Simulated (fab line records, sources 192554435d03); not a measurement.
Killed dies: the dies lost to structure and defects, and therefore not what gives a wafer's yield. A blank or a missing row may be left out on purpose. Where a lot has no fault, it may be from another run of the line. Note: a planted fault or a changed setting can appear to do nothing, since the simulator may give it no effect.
fab line records	flow n5Finfet
record lots=7	wafers=21
route steps=1938 shown BEOL_M15@1800 MIM_TOP@1835 PASSIVATION@1930
startH: hours from the record's opening day to when the first of the lot's shown wafers began	waitH: hours elapsed since this lot's preceding step	" unchanged from the row above	L1.1+2: a single row standing in for several wafers	- value missing, or start not given	* or withheld: withheld	< > ~ a bound
route shown NAME@n: names a module that has steps shown in the file, with the first one's number in the route	usual: mean and standard deviation over wafers with no fault	same: alike in all rows	chamber/n: place in a boat	sites: the reading at each site	_std_site: standard deviation of those values	_edge_site: outer sites' mean less inner sites'	radiusMm: for every site, how far away it sits from the centre of the wafer	mask NAME#n: copy n	behind: tool/chamber where the wafer was last shaped	hold: reason for holding the lot/hours on hold/outcome of the hold	device: names the non-switching transistor (n, p or np)	end of line: the tests these same wafers got at the end of their route	where a step has no rows: the recipe by itself	killed: count of dies lost to structure and defects at first sort (not the wafer's yield)	map: shows each die of a wafer: x if killed, . if not, _ if none is there
set.NAME: the setting as run; set.NAME@STEP: as run at that earlier step	model.NAME: the simulator's own value behind a step, which no gauge read
lots whose settings were changed on purpose; a table a step, a row a wafer
## steps
# step N5_BEOL_M15_EXPOSE_25
# recipe maskId=M15	na=0.8	sourceShape=annular	sigmaInner=0.5	sigmaOuter=0.8	polarization=unpolarized	targetCdNm=400	doseMj=35.5
lot.wafer	tool	chamber	startH	waitH	mask	set.doseMj
L075.1+4	krfScanner-01	0	278.72	-	M15#0	35.5
L075.2	"	0	"	"	M15#0	33.04
L083.2+6	krfScanner-01	0	307.09	-	M15#0	36.17
L083.5	"	0	"	"	M15#0	35.5
L081.1	krfScanner-01	0	312.04	-	M15#0	35.5
L081.3+6	"	0	"	"	M15#0	36.68
L084.1+2+4	krfScanner-02	0	317.39	-	M15#0	35.5
L085.4+5+6	krfScanner-01	0	327.63	-	M15#0	35.5
L089.3+4	krfScanner-01	0	352.97	-	M15#0	37.33
L089.5	"	0	"	"	M15#0	35.5
L091.1+3+5	krfScanner-01	0	362.86	-	M15#0	35.5
# step N5_BEOL_M15_PEB_26
# recipe pebTempC=130	pebTimeS=90
# step N5_BEOL_M15_DEVELOP_27
# recipe developTimeS=45	rinseLiquid=diw	dry=airSpin	devTempC=21
# step N5_BEOL_M15_HARDBAKE_32
# recipe tempC=130	timeS=120
# step N5_BEOL_M15_CD_MEAS_28
# recipe targetCdNm=407.6	landingEnergyEv=500	detector=seInlens
# usual cdNm=406.8/1.6
lot.wafer	tool	chamber	startH	waitH	set.doseMj@BEOL_M15_EXPOSE_25	cdNm
L075.1	cdSem-01	0	278.90	-	35.5	407.2
L075.2	"	0	"	"	33.04	396.3
L075.4	"	0	"	"	35.5	409.0
L083.2	cdSem-03	0	307.25	-	36.17	412.9
L083.5	"	0	"	"	35.5	407.9
L083.6	"	0	"	"	36.17	409.8
L081.1	cdSem-02	0	312.21	-	35.5	408.4
L081.3	"	0	"	"	36.68	412.2
L081.6	"	0	"	"	36.68	413.2
L084.1	cdSem-03	0	317.56	-	35.5	405.0
L084.2	"	0	"	"	35.5	408.8
L084.4	"	0	"	"	35.5	405.6
L085.4	cdSem-03	0	327.79	-	35.5	407.2
L085.5	"	0	"	"	35.5	407.8
L085.6	"	0	"	"	35.5	406.5
L089.3	cdSem-02	0	353.13	-	37.33	409.9
L089.4	"	0	"	"	37.33	413.1
L089.5	"	0	"	"	35.5	404.1
L091.1	cdSem-01	0	363.04	-	35.5	407.4
L091.3	"	0	"	"	35.5	406.3
L091.5	"	0	"	"	35.5	404.3
# step N5_BEOL_M15_DESCUM_33
# recipe chemistry=O2	timeS=7.9	sourcePowerW=50	biasPowerW=20	pressureMtorr=20	rfFrequencyHz=2.712e+07	tempC=40	o2FlowSccm=225
lot.wafer	tool	chamber	startH	waitH	set.doseMj@BEOL_M15_EXPOSE_25	model.BEOL_M15.cdNm
L075.1	rieDiel-02	2	279.10	0.1	35.5	406.8
L075.2	"	3	"	"	33.04	396.6
L075.4	"	0	"	"	35.5	408.8
L083.2	rieDiel-05	3	307.34	0.0	36.17	412.6
L083.5	"	1	"	"	35.5	408.4
L083.6	"	0	"	"	36.17	409.8
L081.1	rieDiel-04	1	312.34	0.1	35.5	408.2
L081.3	"	2	"	"	36.68	412.2
L081.6	"	3	"	"	36.68	413
L084.1	rieDiel-02	1	318.18	0.6	35.5	405
L084.2	"	2	"	"	35.5	408.8
L084.4	"	0	"	"	35.5	405.4
L085.4	rieDiel-02	1	327.89	0.0	35.5	407.4
L085.5	"	2	"	"	35.5	-
L085.6	"	3	"	"	35.5	407
L089.3	rieDiel-05	1	353.22	0.0	37.33	410
L089.4	"	1	"	"	37.33	413.2
L089.5	"	2	"	"	35.5	404
L091.1	rieDiel-04	1	363.56	0.5	35.5	407.6
L091.3	"	0	"	"	35.5	406.6
L091.5	"	1	"	"	35.5	404.6
# step N5_BEOL_M15_ETCH_61
# recipe chemistry=N2/H2	target=BARC	targetDepthA=890	overetchA=267	timeS=67.9	ionEnergyEv=200	pressureMtorr=30	sourceW=840	biasW=150	n2FlowSccm=200	h2FlowSccm=200
lot.wafer	tool	chamber	startH	waitH	set.spinRpm@BEOL_M15_COAT_22	set.doseMj@BEOL_M15_EXPOSE_25	model.coat_of_BEOL_M15_COAT_22.thkNm	model.BEOL_M15.cdNm
L075.1	rieDiel-02	2	279.13	0.0	1704	35.5	721.6	398.4
L075.2	"	3	"	"	1839	33.04	692.2	389
L075.4	"	0	"	"	1839	35.5	688.6	399.8
L083.2	rieDiel-05	3	307.38	0.0	1704	36.17	715	406
L083.5	"	1	"	"	1814	35.5	691.4	401.8
L083.6	"	0	"	"	1704	36.17	720.6	403
L081.1	rieDiel-04	1	312.38	0.0	1789	35.5	698.4	400.4
L081.3	"	2	"	"	1789	36.68	698.8	405.2
L081.6	"	3	"	"	1704	36.68	719.2	405
L084.1	rieDiel-02	1	318.22	0.0	1704	35.5	718.2	397
L084.2	"	2	"	"	1704	35.5	717.8	400.6
L084.4	"	0	"	"	1704	35.5	716.2	397
L085.4	rieDiel-02	1	327.94	0.0	1704	35.5	722.2	399.4
L085.5	"	2	"	"	1704	35.5	722	400.2
L085.6	"	3	"	"	1704	35.5	721.4	399.8
L089.3	rieDiel-05	1	353.25	0.0	1535	37.33	760.8	402.4
L089.4	"	1	"	"	1704	37.33	715.6	405.2
L089.5	"	2	"	"	1535	35.5	760	394.6
L091.1	rieDiel-04	1	363.59	0.0	1704	35.5	719.6	399.2
L091.3	"	0	"	"	1704	35.5	720.8	399.6
L091.5	"	1	"	"	1704	35.5	720.8	397
# step N5_BEOL_M15_TRENCH_ETCH_34
# recipe chemistry=C4F8/O2/Ar	target=SiO2	targetDepthA=8729.3	heInnerTorr=15	heOuterTorr=30	timeS=199	ionEnergyEv=800	pressureMtorr=20	sourceW=1905	biasW=2040	Ar_flow_sccm=400	C4F8_flow_sccm=16	O2_flow_sccm=12
lot.wafer	tool	chamber	startH	waitH	set.spinRpm@BEOL_M15_COAT_22	model.coat_of_BEOL_M15_COAT_22.thkNm
L075.1	rieDiel-02	2	279.18	0.0	1704	549
L075.2	"	3	"	"	1839	522.8
L075.4	"	0	"	"	1839	514.2
L083.2	rieDiel-05	3	307.43	0.0	1704	536
L083.5	"	1	"	"	1814	515
L083.6	"	0	"	"	1704	550.4
L081.1	rieDiel-04	1	312.43	0.0	1789	522.2
L081.3	"	2	"	"	1789	524.2
L081.6	"	3	"	"	1704	545.4
L084.1	rieDiel-02	1	318.27	0.0	1704	546.8
L084.2	"	2	"	"	1704	546.2
L084.4	"	0	"	"	1704	543.6
L085.4	rieDiel-02	1	328.04	0.1	1704	550.4
L085.5	"	2	"	"	1704	549.6
L085.6	"	3	"	"	1704	551.8
L089.3	rieDiel-05	1	353.30	0.0	1535	583
L089.4	"	1	"	"	1704	539.8
L089.5	"	2	"	"	1535	585.4
L091.1	rieDiel-04	1	363.64	0.0	1704	544.6
L091.3	"	0	"	"	1704	539.4
L091.5	"	1	"	"	1704	546.4
# step N5_MIM_TOP_ALD_01
# recipe material=HfO2	targetThkA=56	tempC=withheld	aldPrecursorFamily=Hf-amide	aldCoReactant=O3	pulseTimeS=1	purgeTimeS=3	coReactantPurgeTimeS=2	coReactantPulseTimeS=3	aldCycles=62
lot.wafer	tool	chamber	startH	waitH	set.aldCycles	model.HfO2_of_MIM_TOP_ALD_01.thkNm
L075.1+2	aldHk-02	2,3	-	-	68	6.2
L075.4	"	0	"	"	62	5.6
L083.2+5	aldHk-03	1,0	-	-	68	6.2
L083.6	"	1	"	"	62	5.6
L081.1	aldHk-01	0	-	-	62	5.6
L081.3+6	"	3,1	"	"	56	5
L084.1+2	aldHk-02	1,3	-	-	62	5.6
L084.4	"	2	"	"	69	6.2
L085.4+5+6	aldHk-01	0,2,3	-	-	62	5.6
L089.3+4	aldHk-01	3,0	-	-	62	5.6
L089.5	"	1	"	"	66	6
L091.1	aldHk-01	2	-	-	62	5.6
L091.3+5	"	0,2	"	"	53	4.8
# step N5_MIM_TOP_SPUTTER_03
# recipe material=TiN	targetThkA=350	tempC=200	powerW=3000	chamberPressurePa=0.49996	gas=Ar	reactivePartialPa=0.37997	timeS=89.7
lot.wafer	tool	chamber	startH	waitH	set.timeS	model.TiN_of_MIM_TOP_SPUTTER_03.thkNm
L075.1	pvdSputter-01	-	291.85	0.0	85.74	33.4
L075.2	"	-	"	"	89.7	35.4
L075.4	"	-	"	"	85.74	34
L083.2	pvdSputter-01	-	312.43	0.0	93.97	37.6
L083.5	"	-	"	"	89.7	35.6
L083.6	"	-	"	"	89.7	35.8
L081.1	pvdSputter-03	-	319.27	0.0	89.7	34.2
L081.3	"	-	"	"	99.35	38.8
L081.6	"	-	"	"	89.7	34.8
L084.1+4	pvdSputter-01	-	324.81	0.0	89.7	35
L084.2	"	-	"	"	93.91	36.4
L085.4	pvdSputter-02	-	338.44	0.0	89.7	33.8
L085.5	"	-	"	"	89.7	34
L085.6	"	-	"	"	89.7	34.2
L089.3	pvdSputter-02	-	358.64	0.0	89.7	35.4
L089.4+5	"	-	"	"	82.51	32.4
L091.1	pvdSputter-02	-	375.01	0.0	77	30.2
L091.3+5	"	-	"	"	89.7	35.2
# step N5_PASSIVATION_ETCH_54
# recipe chemistry=CHF3/O2	target=SiO2	targetDepthA=8800	CHF3_flow_sccm=50	O2_flow_sccm=5	Ar_flow_sccm=200	timeS=440	maskMaterial=PR	pressureMtorr=30	sourceW=650	biasW=170	ionEnergyEv=200
lot.wafer	tool	chamber	startH	waitH	set.timeS	model.etch.depthNm	model.PASSIVATION.featureDepthNm
L075.1	rieDiel-01	1	299.51	0.1	496.5	1010	1010
L075.2	"	0	"	"	496.5	966.5	966.4
L075.4	"	3	"	"	496.5	1020	1020
L083.2	rieDiel-03	1	320.85	0.1	403.1	828.9	828.8
L083.5	"	1	"	"	440	887.7	887.6
L083.6	"	0	"	"	403.1	798.8	798.8
L081.1	rieDiel-03	0	327.27	0.1	440	876.2	876.2
L081.3	"	1	"	"	484.9	982.2	982.2
L081.6	"	2	"	"	440	898.1	898
L084.1	rieDiel-03	3	331.09	0.1	440	889.2	889.2
L084.2	"	1	"	"	440	886.7	886.6
L084.4	"	0	"	"	440	869.7	869.8
L085.4	rieDiel-01	0	345.14	0.1	440	856.2	856.2
L085.5	"	0	"	"	440	862.1	862
L085.6	"	3	"	"	440	903.5	903.6
L089.3	rieDiel-01	2	366.58	0.1	440	884.8	884.8
L089.4	"	0	"	"	440	843.7	843.6
L089.5	"	1	"	"	440	869.8	869.8
L091.1	rieDiel-03	0	383.92	0.1	440	868.3	868.2
L091.3	"	2	"	"	440	885.6	885.6
L091.5	"	0	"	"	346.9	676.1	676
## key
split step=N5_BEOL_M15_EXPOSE_25	setting=doseMj	stated=35.5	by=wafer
response step=N5_BEOL_M15_CD_MEAS_28	reading=cdNm	change=+1.58	per=1%	r=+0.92
response step=N5_BEOL_M15_DESCUM_33	reading=model.BEOL_M15.cdNm	change=+1.53	per=1%	r=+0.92
response step=N5_BEOL_M15_ETCH_61	reading=model.BEOL_M15.cdNm	change=+1.55	per=1%	r=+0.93
split step=N5_MIM_TOP_ALD_01	setting=aldCycles	stated=62	by=wafer
response step=N5_MIM_TOP_ALD_01	reading=model.HfO2_of_MIM_TOP_ALD_01.thkNm	change=+0.0581	per=1%	r=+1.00
split step=N5_MIM_TOP_SPUTTER_03	setting=timeS	stated=89.7	by=wafer
response step=N5_MIM_TOP_SPUTTER_03	reading=model.TiN_of_MIM_TOP_SPUTTER_03.thkNm	change=+0.369	per=1%	r=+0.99
split step=N5_PASSIVATION_ETCH_54	setting=timeS	stated=440	by=wafer
response step=N5_PASSIVATION_ETCH_54	reading=model.etch.depthNm	change=+9.39	per=1%	r=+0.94
response step=N5_PASSIVATION_ETCH_54	reading=model.PASSIVATION.featureDepthNm	change=+9.39	per=1%	r=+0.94
split outsideThisFile step=N5_BEOL_M15_COAT_22 setting=spinRpm
# split outsideThisFile: this setting was split too, and the file shows its column; the key of that split is in another file
